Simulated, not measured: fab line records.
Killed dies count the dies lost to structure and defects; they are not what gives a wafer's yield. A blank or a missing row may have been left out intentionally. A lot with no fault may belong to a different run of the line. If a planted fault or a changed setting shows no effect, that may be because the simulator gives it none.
Matching of chambers	flow nandHarc	rieDiel-03 running NHARC_P_GATE_ETCH_104: 4 sister chambers
The step etches the open film in CF4/CHF3, target depth 60 nm. 14 wafers are shown with their chamber, then 7 later ones without.

EACH WAFER AND ITS CHAMBER
wafer	chamber	showerheadPlenumPTorr (Torr)	drypumpMotorCurrentA (A)	rfVppV (V)
L974.1	0	1.55	5.1	369.8
L974.3	1	1.62	5.4	371.2
L974.4	3	1.51	5.7	367.7
L976.1	0	1.55	5.1	370.3
L976.5	0	1.55	5.2	369.6
L976.6	3	1.51	5.8	368.4
L983.3	1	1.62	5.4	373.6
L983.4	3	1.50	5.7	367.4
L983.6	0	1.55	5.1	369.9
L988.1	3	1.50	5.7	367.9
L988.4	2	1.47	6.2	367.8
L988.5	1	1.62	5.4	371.8
L989.2	3	1.50	5.7	368.9
L989.4	1	1.62	5.4	371.4

SIGNATURES (means of the wafers above)
reading	chamber 0	chamber 1	chamber 2	chamber 3	scatter within a chamber
showerheadPlenumPTorr	1.5500	1.6200	1.4700	1.5040	0.00346
drypumpMotorCurrentA	5.125	5.400	6.200	5.720	0.0394
rfVppV	369.900	372.000	367.800	368.060	0.726
Rule: for a wafer and a chamber, the distance is found by dividing, reading by reading, the gap between the wafer's reading and the chamber's mean by the reading's scatter, squaring, summing and taking the root. The wafer belongs to the nearest chamber; if the next one is less than 2 further off, it can't be placed. The scatter is the square root of a quotient: the sum, over the shown wafers, of each reading's squared deviation from its chamber's mean, divided by wafers minus chambers.

WAFERS WITHOUT THEIR CHAMBER
wafer	showerheadPlenumPTorr (Torr)	drypumpMotorCurrentA (A)	rfVppV (V)
L989.6	1.50	5.7	367.2
L991.2	1.47	6.2	366.7
L991.3	1.50	5.8	368.6
L991.5	1.47	6.2	367.2
L993.4	1.50	5.8	369.8
L993.5	1.50	5.8	369.8
L993.6	1.54	5.1	369.7

WHICH CHAMBER EACH WENT THROUGH
wafer	from the rows above	in truth
L989.6	3	3
L991.2	2	2
L991.3	3	3
L991.5	2	2
L993.4	3	3
L993.5	3	3
L993.6	0	0
7 of 7 placed correctly. Not placeable from these rows: 0. Wrongly placed: 0.
